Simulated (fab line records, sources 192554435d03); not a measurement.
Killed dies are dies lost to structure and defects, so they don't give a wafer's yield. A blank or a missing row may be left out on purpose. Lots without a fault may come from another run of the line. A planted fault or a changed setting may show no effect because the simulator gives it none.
One fault seen from 2 desks | flow n5_finfet | each desk has only its own numbers; what lay behind them comes last

THE TOOL OWNER'S DESK: pvd_sputter-02
The tool's own readings at N5_BEOL_M8_SPUTTER_48 (material Cu, target thk 10 nm, time 1.667 s): means of the sampled wafers that have a number, for each lot that ran on this tool. A lot is out of limits, marked OUT, if its mean lies more than 4 standard deviations from the usual mean; the brackets give that distance.
Columns: A = cathode_dc_power_W at N5_BEOL_M8_SPUTTER_48, usual 26000 W; B = throttle_valve_pct at N5_BEOL_M8_SPUTTER_48, usual 30.6 %
lot  | first seen here | A                       | B
L383 | day 13 09:35    | 26000                   | 30.1
L386 | day 13 14:41    | 26002                   | 30.5
L394 | day 16 05:28    | 26575 (+99 or more) OUT | 30.5
This desk's finding: out of limits on L394; first on L394, day 16 05:28 (cathode_dc_power_W at N5_BEOL_M8_SPUTTER_48). In limits: L383, L386.

THE METROLOGY DESK
What the gauges read, lot by lot, whatever tool the lot ran on: means of the sampled wafers that have a number. A lot is out of limits, marked OUT, if its mean lies more than 4 standard deviations from the usual mean; the brackets give that distance.
Columns: A = trench_depth_nm at N5_BEOL_M8_OCD_MEAS_38, usual 95.2 nm; B = cd_nm at N5_BEOL_M8_CD_MEAS_35, usual 39.7 nm
lot  | first seen here | A    | B
L373 | day 10 14:19    | 95.9 | 39.3
L377 | day 11 04:19    | 95.7 | 39.8
L383 | day 13 07:43    | 97.3 | 40.1
L386 | day 13 13:22    | 95.4 | 40.0
L394 | day 16 02:57    | 93.4 | 39.2
This desk's finding: nothing out of limits on any of the 5 lots.

PUT TOGETHER
The tool owner's desk could have raised an alarm at day 16 05:28, on L394.
The metrology desk saw nothing out of limits.
The metrology desk has L394 on record, within its limits.
Of the lots named, all ran N5_BEOL_M8_SPUTTER_48 on pvd_sputter-02.

WHAT THE SIMULATOR HAD PUT IN
Process parameter drift: pvd_sputter-02, from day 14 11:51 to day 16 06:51, at N5_BEOL_M8_SPUTTER_48. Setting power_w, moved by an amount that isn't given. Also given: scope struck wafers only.
Lots struck among those shown: L394.
Hours from the fault's start to each desk's first reading out of limits: the tool owner's desk, 42.
